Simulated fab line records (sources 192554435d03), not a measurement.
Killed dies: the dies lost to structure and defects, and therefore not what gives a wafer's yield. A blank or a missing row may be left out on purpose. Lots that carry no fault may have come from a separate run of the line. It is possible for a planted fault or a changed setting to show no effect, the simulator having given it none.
Struck lot and sound lot, side by side | flow n5Finfet | 15 steps out of a route of 1938
Sound: the wafers L455.2, L455.4, L455.5. Struck: wafer L463.1. (L463.4, L463.5 of the same lot were not struck and are left out.) The cause comes at the end.
Per side, at each step with rows, come the tool, then ch with its chambers, and then its first start. Under that, the readings that differ: sound wafers | struck wafers | difference of the means | sigmas: that difference in standard deviations of wafers without a fault.
alike: readings with means less than 2 such deviations apart, plus words and numbers identical on both sides. not compared: withheld readings, readings lacking a value on some wafer, bounds such as >300 that could conceal the same value, and numbers that have no deviation in the record and whose values overlap.
Wherever a step has rows on one side only, a row that says differs or no value, or a row with sigmas, the two part there. When numbers do not overlap yet have no deviation, they are printed without sigmas and do not part them. A reading missing from all wafers of one side parts the sides only when that side holds two or more wafers.

first, 1 step without rows for these wafers: N5_SD_EPI_P_DEVELOP_08 (develop time 30 s).
N5_SD_EPI_P_CD_MEAS_09: the cd target is 240 nm.
  sound on cdSem-02 ch 0, day 4 02:22; struck on cdSem-02 ch 0, day 6 01:23
  alike: cdNm
N5_SD_EPI_P_OVL_MEAS_10:
  sound on overlay-01 ch 0, day 4 02:23; struck on overlay-01 ch 0, day 6 01:25
  alike: SD_P_BLK_OVL
N5_SD_EPI_P_INSPECT_11: inspects for defects (macro).
  struck on defectInspect-02, day 6 01:26; sound on defectInspect-02, day 4 02:25
  alike: rawDefectCount
then, 1 step without rows for these wafers: N5_SD_EPI_P_DESCUM_14 (chemistry O2, time 7.9 s).
N5_SD_EPI_P_ETCH_36: etches SiARC in CF4, target depth 45.5 nm, time 75.8 s.
  sound on rieDiel-04 ch 0,2,3, day 4 02:29; struck on rieDiel-01 ch 3, day 6 01:31
reading                      | sound          | struck | difference | sigmas
showerheadPlenumPTorr (Torr) | 2.19 2.24 2.18 | 2.11   | -0.09      | -2
  alike: biasW, drypumpMotorCurrentA, etchRfOnTimeS, oesProductAu, rfVppV, throttleValvePct
  not compared: rfHoursCounterH
N5_SD_EPI_P_ETCH_37: etches SOC in N2/H2, overetch 108 nm, time 486 s.
  sound on rieDiel-04 ch 0,2,3, day 4 02:32; struck on rieDiel-01 ch 3, day 6 01:35
reading    | sound             | struck | difference | sigmas
rfVppV (V) | 242.4 243.5 241.9 | 239.6  | -3.0       | -3
  alike: biasW, drypumpMotorCurrentA, oesProductAu, showerheadPlenumPTorr, throttleValvePct
  not compared: rfHoursCounterH
then, 1 step without rows for these wafers: N5_SD_EPI_P_STRIP_38 (strips in N2/H2).
N5_SD_EPI_P_ETCHBACK_46: etches SiNx in CH3F/O2, stops on SiO2, target depth 17.5 nm.
  sound on rieDiel-04 ch 0,2,3, day 4 02:52; struck on rieDiel-01 ch 3, day 6 01:54
  alike: biasW, drypumpMotorCurrentA, oesProductAu, rfVppV, showerheadPlenumPTorr, throttleValvePct
  not compared: rfHoursCounterH
N5_SD_EPI_P_ETCH_47: etches SiOCN in CH3F/O2, target depth 25 nm.
  sound on rieDiel-04 ch 0,2,3, day 4 02:58; struck on rieDiel-01 ch 3, day 6 02:00
  alike: biasW, drypumpMotorCurrentA, oesProductAu, rfVppV, showerheadPlenumPTorr, throttleValvePct
  not compared: rfHoursCounterH
N5_SD_EPI_P_ETCH_16: etches SiO2 in CHF3/O2, target depth 5 nm.
  sound on rieDiel-04 ch 0,2,3, day 4 03:04; struck on rieDiel-01 ch 3, day 6 02:06
  alike: biasW, drypumpMotorCurrentA, oesProductAu, rfVppV, showerheadPlenumPTorr, throttleValvePct
  not compared: rfHoursCounterH
then, 1 step without rows for these wafers: N5_SD_EPI_P_STRIP_50 (strips in CHF3/O2).
N5_SD_EPI_P_SD_RECESS_17: chemistry HBr/Cl2/O2, target depth 39.1 nm, bt time 3 s.
  sound on rieSi-05 ch 0,2, day 4 03:08; struck on rieSi-06 ch 2, day 6 02:10
reading                            | sound             | struck | difference | sigmas
oesProductAu (a.u.)                | 0.998 1.013 0.999 | 1.124  | +0.121     | +9
throttleValvePct (%)               | 36.4 36.5 36.4    | 37.6   | +1.2       | +3
model.etch.depthNm (nm)            | 38.8 39.95 38.83  | 59.16  | +19.97     | 
model.SD_EPI_P.featureDepthNm (nm) | 38.8 40 38.8      | 59.2   | +20.0      | 
  alike: biasW, drypumpMotorCurrentA, heBacksideLeakSccm
  not compared: rfHoursCounterH
then, 1 step without rows for these wafers: N5_SD_EPI_P_WET_ETCH_45 (etches SiO2 in dHF, time 10.7 s, target depth 2 nm, rinse time 30 s).
-- a jump in the record: the struck wafers' starts before and after are 9 days apart (it breaks off in module SD_EPI_P and resumes in module PASSIVATION, where the first step shown is number 1936 of the route) --
N5_PASSIVATION_PROBE_49:
  the record has rows for the struck wafers here (prober-01, day 14 14:22) and none for the sound ones

WHERE THEY PART
At N5_SD_EPI_P_ETCH_36 first; at N5_PASSIVATION_PROBE_49 last (within this record only).

WHY: the cause the simulator had injected
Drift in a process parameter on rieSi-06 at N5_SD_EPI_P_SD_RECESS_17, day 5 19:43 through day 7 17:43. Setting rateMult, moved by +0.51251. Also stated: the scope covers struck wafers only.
